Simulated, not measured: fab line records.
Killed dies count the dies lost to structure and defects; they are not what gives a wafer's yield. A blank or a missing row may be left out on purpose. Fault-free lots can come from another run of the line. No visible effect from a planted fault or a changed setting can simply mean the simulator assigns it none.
fab line records	flow n5Finfet
record: lots: 6	wafers: 18	lastDay: 17
route steps=1938 shown BEOL_M11@1553
lots that met no fault: from a run of the same line without faults
startH: start of the lot's first displayed wafer, in hours after the record's first day	waitH: time in hours since the lot's previous step	" identical to the entry in the row above	L1.1+2: a single row standing in for several wafers	- no value, or no start was given	* or withheld: withheld	< > ~ a bound
route shown NAME@n: NAME is a module with steps in the file, n the number in the route of the first one	usual: the fault-free wafers' mean and standard deviation	same: alike in all rows	chamber/n: place in a boat	sites: readings site by site	_std_site: the standard deviation of these	_edge_site: mean of outer sites minus mean of inner sites	radiusMm: how far each site lies from the wafer's centre	mask NAME#n: copy n	behind: the most recent tool/chamber to have shaped the wafer	hold: the reason the lot was held/the length of the hold in hours/how it ended	device: whichever transistor did not switch (one of n, p or np)	end of line: the same wafers' tests at the end of the route	a step with no rows: only its recipe	killed: dies that structure and defects cost at the first sort, which is not the same as the wafer's yield	map: a wafer's dies, marking killed ones x, the rest . and places with no die _
set.NAME: the run value of the setting; set.NAME@STEP: its run value at that earlier step	model.NAME: the simulator's own value behind a step, which no gauge read
lots at some steps of the route; a table a step, a row a wafer
services: when a tool's chamber went out of use (startH, in hours from the record's first day, below 0 if earlier), for how many hours, and the reason
== steps ==
step: N5_BEOL_M11_ETCH_61
recipe: chemistry: CF4	target: SiARC	targetDepthA: 390	maskMaterial: CAR-ArF	timeS: 65	ionEnergyEv: 80	pressureMtorr: 40	sourceW: 545	biasW: 36	Ar_flow_sccm: 100	cf4FlowSccm: 100	ends: cleared
usual: cf4FlowSccm: 100.0/0.31	drypumpMotorCurrentA: 5.6/0.43	etchRfOnTimeS: 64.9/1.4	oesProductAu: 0.68/0.066	rfVppV: 184.0/1.1	showerheadPlenumPTorr: 2.13/0.08	throttleValvePct: 15.54/0.25
lot.wafer	tool	chamber	startH	waitH	cf4FlowSccm	drypumpMotorCurrentA	etchRfOnTimeS	oesProductAu	rfHoursCounterH	rfVppV	showerheadPlenumPTorr	throttleValvePct
L284.1	rieDiel-04	3	268.29	0.0	100.0	5.4	65.6	0.70	61	186.6	2.27	15.19
L284.2	"	2	"	"	99.8	5.0	64.3	0.63	201	181.7	2.04	15.64
L284.3	"	0	"	"	100.1	6.3	63.2	0.71	73	182.9	2.07	15.71
L292.2	rieDiel-04	3	315.19	0.0	100.1	5.4	65.4	0.69	75	184.5	2.27	15.22
L292.3	"	0	"	"	99.9	6.2	63.9	0.70	86	183.6	2.07	15.73
L292.4	"	1	"	"	100.1	5.0	64.4	0.76	-	185.0	2.09	15.32
L290.1	rieDiel-04	0	320.23	0.0	100.1	6.3	63.2	0.70	88	183.8	2.06	15.72
L290.4	"	1	"	"	99.9	5.0	64.6	0.76	-	182.3	2.09	15.30
L290.5	"	0	"	"	99.8	6.3	63.2	0.70	-	183.9	2.06	15.74
L291.3	rieDiel-05	2	320.41	0.0	100.1	5.8	65.8	0.61	181	184.4	2.13	15.81
L291.4	"	1	"	"	100.1	5.5	64.8	0.61	206	183.4	2.03	15.47
L291.6	"	1	"	"	100.1	5.5	65.4	0.61	-	183.7	2.03	15.46
L296.1	rieDiel-05	0	327.30	0.0	100.6	6.0	65.3	0.73	73	183.4	2.09	15.22
L296.4	"	3	"	"	99.8	5.4	64.0	0.67	117	184.3	2.14	15.67
L296.5	"	0	"	"	100.4	6.1	65.9	0.73	-	183.8	2.09	15.21
L299.1	rieDiel-05	3	361.66	0.0	100.0	5.4	63.8	0.66	127	182.6	2.14	15.71
L299.2	"	0	"	"	99.9	6.0	64.2	0.72	83	183.8	2.08	15.24
L299.4	"	1	"	"	100.3	5.5	64.4	0.60	217	183.2	2.02	15.47
step: N5_BEOL_M11_ETCH_62
recipe: chemistry: N2/H2	target: SOC	targetDepthA: 1100	overetchA: 220	maskMaterial: SiARC	tempC: 40	timeS: 165	ionEnergyEv: 200	pressureMtorr: 30	sourceW: 840	biasW: 150	n2FlowSccm: 200	h2FlowSccm: 200
usual: drypumpMotorCurrentA: 5.6/0.43	oesProductAu: 0.67/0.062	rfVppV: 523.3/2.8	showerheadPlenumPTorr: 2.52/0.095	throttleValvePct: 17.8/0.31
lot.wafer	tool	chamber	startH	waitH	drypumpMotorCurrentA	oesProductAu	rfHoursCounterH	rfVppV	showerheadPlenumPTorr	throttleValvePct
L284.1	rieDiel-04	3	268.34	0.0	5.4	0.70	61	526.1	2.70	17.4
L284.2	"	2	"	"	5.0	0.62	201	519.1	2.42	17.9
L284.3	"	0	"	"	6.3	0.69	73	520.2	2.48	18.1
L292.2	rieDiel-04	3	315.24	0.0	5.4	0.69	75	526.9	2.69	17.4
L292.3	"	0	"	"	6.3	0.68	86	522.3	2.47	18.1
L292.4	"	1	"	"	5.0	0.75	-	523.7	2.47	17.4
L290.1	rieDiel-04	0	320.28	0.0	6.3	0.68	88	523.7	2.47	18.1
L290.4	"	1	"	"	5.1	0.74	-	523.2	2.47	17.4
L290.5	"	0	"	"	6.3	0.68	-	522.4	2.47	18.2
L291.3	rieDiel-05	2	320.46	0.0	5.8	0.61	181	524.6	2.53	18.1
L291.4	"	1	"	"	5.5	0.60	206	520.8	2.40	17.5
L291.6	"	1	"	"	5.5	0.60	-	521.1	2.40	17.5
L296.1	rieDiel-05	0	327.35	0.0	6.1	0.72	73	520.3	2.48	17.5
L296.4	"	3	"	"	5.4	0.65	117	523.9	2.54	17.9
L296.5	"	0	"	"	6.1	0.72	-	520.6	2.48	17.5
L299.1	rieDiel-05	3	361.71	0.0	5.4	0.65	127	523.7	2.53	17.9
L299.2	"	0	"	"	6.0	0.71	83	522.6	2.48	17.5
L299.4	"	1	"	"	5.5	0.60	217	519.9	2.40	17.6
step: N5_BEOL_M11_STRIP_68
recipe: chemistry: N2/H2	tempC: 40	n2FlowSccm: 200	h2FlowSccm: 200	rfFrequencyHz: 6e+07
step: N5_BEOL_M11_STRIP_67
recipe: chemistry: CF4	resist: SiARC	powerW: 300	biasPowerW: 75	pressureMtorr: 50	cf4FlowSccm: 150	rfFrequencyHz: 6e+07
usual: cf4FlowSccm: 150.1/0.44	drypumpMotorCurrentA: 5.6/0.43	oesProductAu: 0.79/0.072	rfVppV: 270.8/1.7	showerheadPlenumPTorr: 1.78/0.065	throttleValvePct: 13.51/0.27
lot.wafer	tool	chamber	startH	waitH	cf4FlowSccm	drypumpMotorCurrentA	oesProductAu	rfHoursCounterH	rfVppV	showerheadPlenumPTorr	throttleValvePct
L284.1	rieDiel-04	3	268.48	0.0	150.0	5.4	0.82	61	273.2	1.90	13.14
L284.2	"	2	"	"	149.7	5.0	0.73	201	269.0	1.70	13.62
L284.3	"	0	"	"	150.6	6.3	0.82	73	269.8	1.73	13.67
L292.2	rieDiel-04	3	315.39	0.0	150.7	5.4	0.80	75	273.4	1.89	13.17
L292.3	"	0	"	"	149.8	6.3	0.80	86	270.1	1.73	13.67
L292.4	"	1	"	"	150.4	5.0	0.88	-	269.2	1.75	13.24
L290.1	rieDiel-04	0	320.43	0.0	149.2	6.3	0.80	88	269.0	1.73	13.68
L290.4	"	1	"	"	150.5	5.0	0.87	-	270.6	1.75	13.25
L290.5	"	0	"	"	149.4	6.3	0.80	-	270.9	1.73	13.67
L291.3	rieDiel-05	2	320.61	0.0	149.6	5.8	0.72	181	272.6	1.78	13.80
L291.4	"	1	"	"	150.3	5.5	0.71	206	268.0	1.71	13.53
L291.6	"	1	"	"	150.8	5.5	0.71	-	268.2	1.71	13.53
L296.1	rieDiel-05	0	327.50	0.0	150.5	6.1	0.86	73	270.7	1.75	13.17
L296.4	"	3	"	"	150.1	5.4	0.78	117	270.4	1.79	13.61
L296.5	"	0	"	"	150.2	6.1	0.85	-	270.0	1.75	13.17
L299.1	rieDiel-05	3	361.85	0.0	150.3	5.4	0.77	127	270.1	1.78	13.64
L299.2	"	0	"	"	150.3	6.1	0.84	83	269.0	1.74	13.18
L299.4	"	1	"	"	150.0	5.5	0.70	217	269.0	1.70	13.54
step: N5_BEOL_M11_HM_OPEN_17
recipe: chemistry: Cl2/BCl3	targetDepthA: 200	overetchA: 60	target: TiN	maskMaterial: SOC	ionEnergyEv: 150	pressureMtorr: 10	icpW: 1000	biasW: 126	Cl2_flow_sccm: 53.25	bcl3FlowSccm: 21.75	Ar_flow_sccm: 25
usual: drypumpMotorCurrentA: 5.80/0.22	oesProductAu: 0.65/0.043	throttleValvePct: 22.12/0.26
lot.wafer	tool	chamber	startH	waitH	drypumpMotorCurrentA	oesProductAu	rfHoursCounterH	throttleValvePct
L284.1	rieMetal-03	1	268.52	0.0	6.06	0.76	10	22.45
L284.2	"	0	"	"	6.01	0.61	65	21.89
L284.3	"	0	"	"	6.02	0.62	-	21.87
L292.2	rieMetal-02	0	315.43	0.0	5.64	0.64	41	22.05
L292.3	"	1	"	"	5.46	0.63	-	22.02
L292.4	"	0	"	"	5.63	0.65	-	22.04
L290.1	rieMetal-02	1	320.47	0.0	5.46	0.63	52	22.01
L290.4	"	1	"	"	5.48	0.63	-	22.00
L290.5	"	1	"	"	5.46	0.63	-	22.00
L291.3	rieMetal-03	0	320.68	0.1	6.04	0.61	-	21.92
L291.4	"	1	"	"	6.05	0.74	-	22.47
L291.6	"	0	"	"	6.02	0.61	-	21.90
L296.1	rieMetal-03	1	327.54	0.0	6.05	0.73	15	22.47
L296.4	"	0	"	"	6.03	0.60	-	21.91
L296.5	"	1	"	"	6.05	0.73	-	22.47
L299.1	rieMetal-02	0	361.89	0.0	5.64	0.63	45	22.05
L299.2	"	1	"	"	5.46	0.62	56	22.01
L299.4	"	0	"	"	5.63	0.64	-	22.04
step: N5_BEOL_M11_STRIP_19
recipe: chemistry: O2	powerW: 400	tempC: 40	pressureMtorr: 30	rfFrequencyHz: 6e+07	biasPowerW: 0	overashFraction: 0.2	o2FlowSccm: 225
usual: drypumpMotorCurrentA: 5.6/0.42	oesProductAu: 0.80/0.081	rfVppV: 3.6/0.64	showerheadPlenumPTorr: 2.10/0.079	throttleValvePct: 16.7/0.3
lot.wafer	tool	chamber	startH	waitH	drypumpMotorCurrentA	oesProductAu	rfHoursCounterH	rfVppV	showerheadPlenumPTorr	throttleValvePct
L284.1	rieDiel-04	2	268.63	0.1	5.0	0.73	201	3.4	1.99	16.7
L284.2	"	0	"	"	6.3	0.81	73	4.1	2.02	16.8
L284.3	"	3	"	"	5.4	0.83	61	3.3	2.23	16.2
L292.2	rieDiel-05	3	315.60	0.1	5.4	0.79	113	4.3	2.12	16.9
L292.3	"	0	"	"	6.1	0.86	69	4.2	2.04	16.3
L292.4	"	2	"	"	5.8	0.70	180	3.1	2.11	17.0
L290.1	rieDiel-04	1	320.58	0.1	5.0	0.89	22	4.3	2.03	16.3
L290.4	"	1	"	"	5.1	0.90	-	3.9	2.03	16.3
L290.5	"	3	"	"	5.4	0.82	-	4.6	2.23	16.3
L291.3	rieDiel-05	1	320.77	0.1	5.5	0.71	206	3.3	2.00	16.6
L291.4	"	2	"	"	5.8	0.71	182	4.1	2.11	17.0
L291.6	"	2	"	"	5.8	0.70	-	3.8	2.11	17.0
L296.1	rieDiel-05	3	327.65	0.1	5.4	0.79	117	1.6	2.12	16.9
L296.4	"	2	"	"	5.8	0.71	183	3.6	2.11	17.0
L296.5	"	1	"	"	5.5	0.72	-	3.8	2.00	16.6
L299.1	rieDiel-03	1	362.07	0.1	4.9	0.84	64	3.7	2.13	16.6
L299.2	"	3	"	"	5.9	0.82	84	4.1	2.11	16.6
L299.4	"	0	"	"	5.7	0.67	233	3.6	2.18	17.3
step: N5_BEOL_M11_CD_MEAS_18
recipe: pitchNm: 140	targetCdNm: 70
usual: cdNm: 69.8/0.6
lot.wafer	tool	chamber	startH	waitH	cdNm
L284.1	cdSem-03	-	268.70	0.0	70.1
L284.2	"	-	"	"	70.3
L284.3	"	-	"	"	69.9
L292.2	cdSem-01	-	315.67	0.1	68.2
L292.3	"	-	"	"	69.6
L292.4	"	-	"	"	69.6
L290.1	cdSem-02	-	320.65	0.0	70.4
L290.4	"	-	"	"	70.0
L290.5	"	-	"	"	70.4
L291.3	cdSem-02	-	320.84	0.1	69.2
L291.4	"	-	"	"	69.2
L291.6	"	-	"	"	69.3
L296.1	cdSem-03	-	327.72	0.0	70.4
L296.4	"	-	"	"	70.5
L296.5	"	-	"	"	69.5
L299.1	cdSem-02	-	362.14	0.0	68.4
L299.2	"	-	"	"	70.1
L299.4	"	-	"	"	69.4
step: N5_BEOL_M11_COAT_63
recipe: resist: SOC	tempC: 250	timeS: 60	spinRpm: 1500	resistThkNm: 100
step: N5_BEOL_M11_COAT_64
recipe: resist: SiARC	tempC: 220	timeS: 60	spinRpm: 1500	resistThkNm: 30
step: N5_BEOL_M11_COAT_22
recipe: resist: CAR-ArF	spinRpm: 1500	resistThkNm: 90
step: N5_BEOL_M11_EBR_24
recipe: solvent: PGMEA	ebrWidthMm: 1.5
step: N5_BEOL_M11_SOFTBAKE_23
recipe: tempC: 110	timeS: 60	resist: CAR-ArF
step: N5_BEOL_M11_EXPOSE_25
recipe: maskId: V10	na: 1.35	sourceShape: annular	sigmaInner: 0.5	sigmaOuter: 0.8	polarization: unpolarized	doseMj: 85.5
usual: exposureDoseMJCm2: 85.41/0.084	focusOffsetNm: 0.0/0.6
lot.wafer	tool	chamber	startH	waitH	mask	exposureDoseMJCm2	focusOffsetNm
L284.1	arfiScanner-03	0	271.61	-	V10#0	85.56	0.0
L284.2	"	0	"	"	V10#0	85.54	-0.8
L284.3	"	0	"	"	V10#0	85.47	0.1
L292.2	arfiScanner-01	-	318.88	-	V10#0	-	-
L292.3	"	-	"	"	V10#0	-	-
L292.4	"	-	"	"	V10#0	-	-
L290.1	arfiScanner-01	-	320.80	-	V10#0	-	-
L290.4	"	-	"	"	V10#0	-	-
L290.5	"	-	"	"	V10#0	-	-
L291.3	arfiScanner-02	0	324.16	-	V10#0	85.53	0.1
L291.4	"	0	"	"	V10#0	85.39	-0.3
L291.6	"	0	"	"	V10#0	85.35	0.6
L296.1	arfiScanner-01	0	328.08	-	V10#0	85.41	-1.1
L296.4	"	0	"	"	V10#0	85.41	-1.2
L296.5	"	0	"	"	V10#0	85.37	-1.1
L299.1	arfiScanner-01	0	362.42	-	V10#0	85.37	-1.3
L299.2	"	0	"	"	V10#0	85.36	0.1
L299.4	"	0	"	"	V10#0	85.37	-0.7
step: N5_BEOL_M11_PEB_26
recipe: pebTempC: withheld	pebTimeS: 60	resist: CAR-ArF
== services ==
tool	chamber	startH	hours	kind
rieDiel-05	1	248.26	8.4	repair
arfiScanner-03	-	254.68	12.8	repair
arfiScanner-01	-	264.84	2.1	repair
rieDiel-05	-	265.91	4.3	pm
arfiScanner-01	-	273.76	1.3	pm
arfiScanner-01	-	275.06	0.8	pm
rieMetal-02	0	279.63	9.4	repair
arfiScanner-01	-	280.99	3.9	pm
rieDiel-05	-	283.06	1.3	repair
rieDiel-03	2	284.87	-	clean
rieDiel-03	2	284.87	-	consumableReplace:focusRing
rieDiel-03	2	284.87	-	consumableReplace:showerhead
rieDiel-03	2	284.87	22.5	scheduledDown
rieDiel-03	2	284.87	22.5	ventCycle
arfiScanner-01	-	298.92	17.7	repair
arfiScanner-02	-	301.21	1.3	pm
arfiScanner-03	-	304.56	1.0	pm
arfiScanner-03	-	307.79	1.3	pm
rieDiel-04	2	310.40	11.5	repair
arfiScanner-02	0	311.35	-	calibration
arfiScanner-02	-	314.63	1.0	pm
arfiScanner-03	-	339.38	4.9	pm
arfiScanner-01	0	355.91	-	calibration
rieDiel-05	0	359.28	1.5	repair
== key ==
firstSign: step: N5_BEOL_M11_EXPOSE_25	reading: toolRecord	direction: missing
effect none on later readings
metAt N5_BEOL_M11_EXPOSE_25
struckWafers L290.1,L290.4,L290.5,L292.2,L292.3,L292.4
laterRowsLeftOut L290.1,L290.4,L290.5,L292.2,L292.3,L292.4
sortLeftOut L290.1,L290.4,L290.5,L292.2,L292.3,L292.4
earlierFault: kind: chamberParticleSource	tool: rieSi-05	chamber: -	onsetH: 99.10	steps: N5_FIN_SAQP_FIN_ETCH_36	ratePerVisitCm2: 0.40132
fault: kind: skippedStepWhole	tool: arfiScanner-01	chamber: -	onsetH: 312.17	steps: N5_BEOL_M11_EXPOSE_25	scope: struckLotsOnly
sortLeftOut: the simulated sort isn't trusted on such a fault, so these wafers' sort isn't shown, and their yield isn't known
laterRowsLeftOut: the simulator's readings of these wafers behind a module that went badly wrong aren't trusted and aren't shown, but for the sort
